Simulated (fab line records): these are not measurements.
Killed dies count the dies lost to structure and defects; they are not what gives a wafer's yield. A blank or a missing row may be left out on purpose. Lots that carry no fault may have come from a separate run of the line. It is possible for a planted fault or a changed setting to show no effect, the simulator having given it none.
A lot that was struck, set against a sound lot || flow nandHarc || 12 out of 1159 route steps
Sound: the wafers L854.1, L854.2, L854.3. Struck: wafers L856.2, L856.3, L856.4. The cause comes at the end.
At each step with rows: each side's tool, then ch and its chambers, then its first start. Under that, the readings that differ: sound wafers || struck wafers || difference of the means || sigmas: that difference in standard deviations of wafers without a fault.
alike: readings with means less than 2 such deviations apart, plus words and numbers identical on both sides. not compared: withheld readings, readings lacking a value on some wafer, bounds such as >300 that could conceal the same value, and numbers that have no deviation in the record and whose values overlap.
A row with sigmas, a row that says differs or no value, or rows on one side alone: a step with any of these is where the two part. Numbers that have no deviation but don't overlap get no sigmas and don't part them. Lack of a reading on every wafer of one side parts them only where that side has two or more wafers.

first, 9 steps without rows for these wafers: NHARC_A_STAIRCASE_DEHYDRATE_433 (time 120 s); NHARC_A_STAIRCASE_HMDS_434 (time 30 s); NHARC_A_STAIRCASE_COAT_435; NHARC_A_STAIRCASE_SOFTBAKE_436 (time 170 s); NHARC_A_STAIRCASE_EBR_437; NHARC_A_STAIRCASE_EXPOSE_438 (exposes mask STAIR REV); NHARC_A_STAIRCASE_PEB_439 (peb time 130 s); NHARC_A_STAIRCASE_DEVELOP_440 (time 140 s); NHARC_A_STAIRCASE_HARDBAKE_442 (time 140 s).
NHARC_A_STAIRCASE_DESCUM_443: chemistry O2, time 3 s.
  sound on rieDiel-02 ch 0,2,3, day 16 20:07; struck on rieDiel-02 ch 0,2,3, day 17 18:15
{"reading": "rfHoursCounterH (h)", "sound": "18 17 17", "struck": "28 28 28", "difference": "+11", "sigmas": ""}
  alike: drypumpMotorCurrentA, oesProductAu, rfVppV, showerheadPlenumPTorr, throttleValvePct
NHARC_A_STAIRCASE_ETCH_444: etches the open film in C4F8/O2, target depth 10200 nm, time 3400 s.
  sound on rieDiel-02 ch 0,1,3, day 16 20:14; struck on rieDiel-02 ch 1,2,3, day 17 18:35
  no value came back on the struck wafers for any of 5 readings (biasW (W), chamberPressureMTorr (mTorr) and others); on the sound wafers biasW (W) reads 999.2 1001.3 996.9
-- record jumps: 6 days between struck wafers' starts before vs after; left off in module A_STAIRCASE, resumes in module END, first step shown is number 1159 of the route --
NHARC_END_SORT_01:
  at this point the record logs the struck wafers (prober-01 ch 0, day 24 01:09) and has no rows for the sound ones

WHERE THEY PART
First at NHARC_A_STAIRCASE_ETCH_444; last, within this record, at NHARC_END_SORT_01.

WHY: what had been put in by the simulator
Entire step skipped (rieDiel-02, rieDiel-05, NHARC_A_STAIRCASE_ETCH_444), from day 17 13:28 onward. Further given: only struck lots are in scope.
